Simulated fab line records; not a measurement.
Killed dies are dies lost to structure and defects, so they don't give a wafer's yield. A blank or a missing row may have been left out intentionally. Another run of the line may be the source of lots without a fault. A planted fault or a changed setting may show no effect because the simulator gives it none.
Matching of chambers / flow n5 finfet / N5_STI_FIN_REVEAL_STRIP_24 on rie diel-04: 4 sister chambers
The step strips in N2/H2, time 90 s. 7 wafers are shown with their chamber, then 8 later ones without.

WAFERS WITH THEIR CHAMBER
wafer=L075.4; chamber=3; showerhead plenum p Torr (Torr)=3.60; throttle valve pct (%)=11.88
wafer=L084.3; chamber=2; showerhead plenum p Torr (Torr)=3.31; throttle valve pct (%)=12.07
wafer=L085.6; chamber=2; showerhead plenum p Torr (Torr)=3.30; throttle valve pct (%)=12.09
wafer=L090.1; chamber=0; showerhead plenum p Torr (Torr)=3.32; throttle valve pct (%)=12.38
wafer=L090.3; chamber=1; showerhead plenum p Torr (Torr)=3.33; throttle valve pct (%)=12.55
wafer=L090.6; chamber=0; showerhead plenum p Torr (Torr)=3.32; throttle valve pct (%)=12.38
wafer=L091.4; chamber=1; showerhead plenum p Torr (Torr)=3.33; throttle valve pct (%)=12.56

WAFERS WITH NO CHAMBER GIVEN
wafer=L091.5; showerhead plenum p Torr (Torr)=3.32; throttle valve pct (%)=12.38
wafer=L091.6; showerhead plenum p Torr (Torr)=3.58; throttle valve pct (%)=11.98
wafer=L092.1; showerhead plenum p Torr (Torr)=3.57; throttle valve pct (%)=11.99
wafer=L092.4; showerhead plenum p Torr (Torr)=3.29; throttle valve pct (%)=12.11
wafer=L092.6; showerhead plenum p Torr (Torr)=3.33; throttle valve pct (%)=12.58
wafer=L097.1; showerhead plenum p Torr (Torr)=3.57; throttle valve pct (%)=12.02
wafer=L097.4; showerhead plenum p Torr (Torr)=3.29; throttle valve pct (%)=12.17
wafer=L097.5; showerhead plenum p Torr (Torr)=3.57; throttle valve pct (%)=12.03

CHAMBER TAKEN BY EACH
wafer=L091.5; from the rows above=0; in truth=0
wafer=L091.6; from the rows above=3; in truth=3
wafer=L092.1; from the rows above=3; in truth=3
wafer=L092.4; from the rows above=2; in truth=2
wafer=L092.6; from the rows above=1; in truth=1
wafer=L097.1; from the rows above=3; in truth=3
wafer=L097.4; from the rows above=2; in truth=2
wafer=L097.5; from the rows above=3; in truth=3
8 of 8 placed correctly. Left unplaced by these rows: 0. Placed wrongly: 0.
How it was worked out, from the rows above alone: a wafer's distance from a chamber is the root of the sum, over the readings, of the square of ((its reading less the chamber's mean) divided by the reading's scatter). If the next closest chamber is less than 2 further off than the closest, the wafer can't be placed; otherwise it belongs to the closest. The mean given for a chamber averages the wafers shown for that chamber. The scatter: take each reading less its chamber's mean, square it, sum over the shown wafers, divide by the number of wafers less the number of chambers, and take the root.
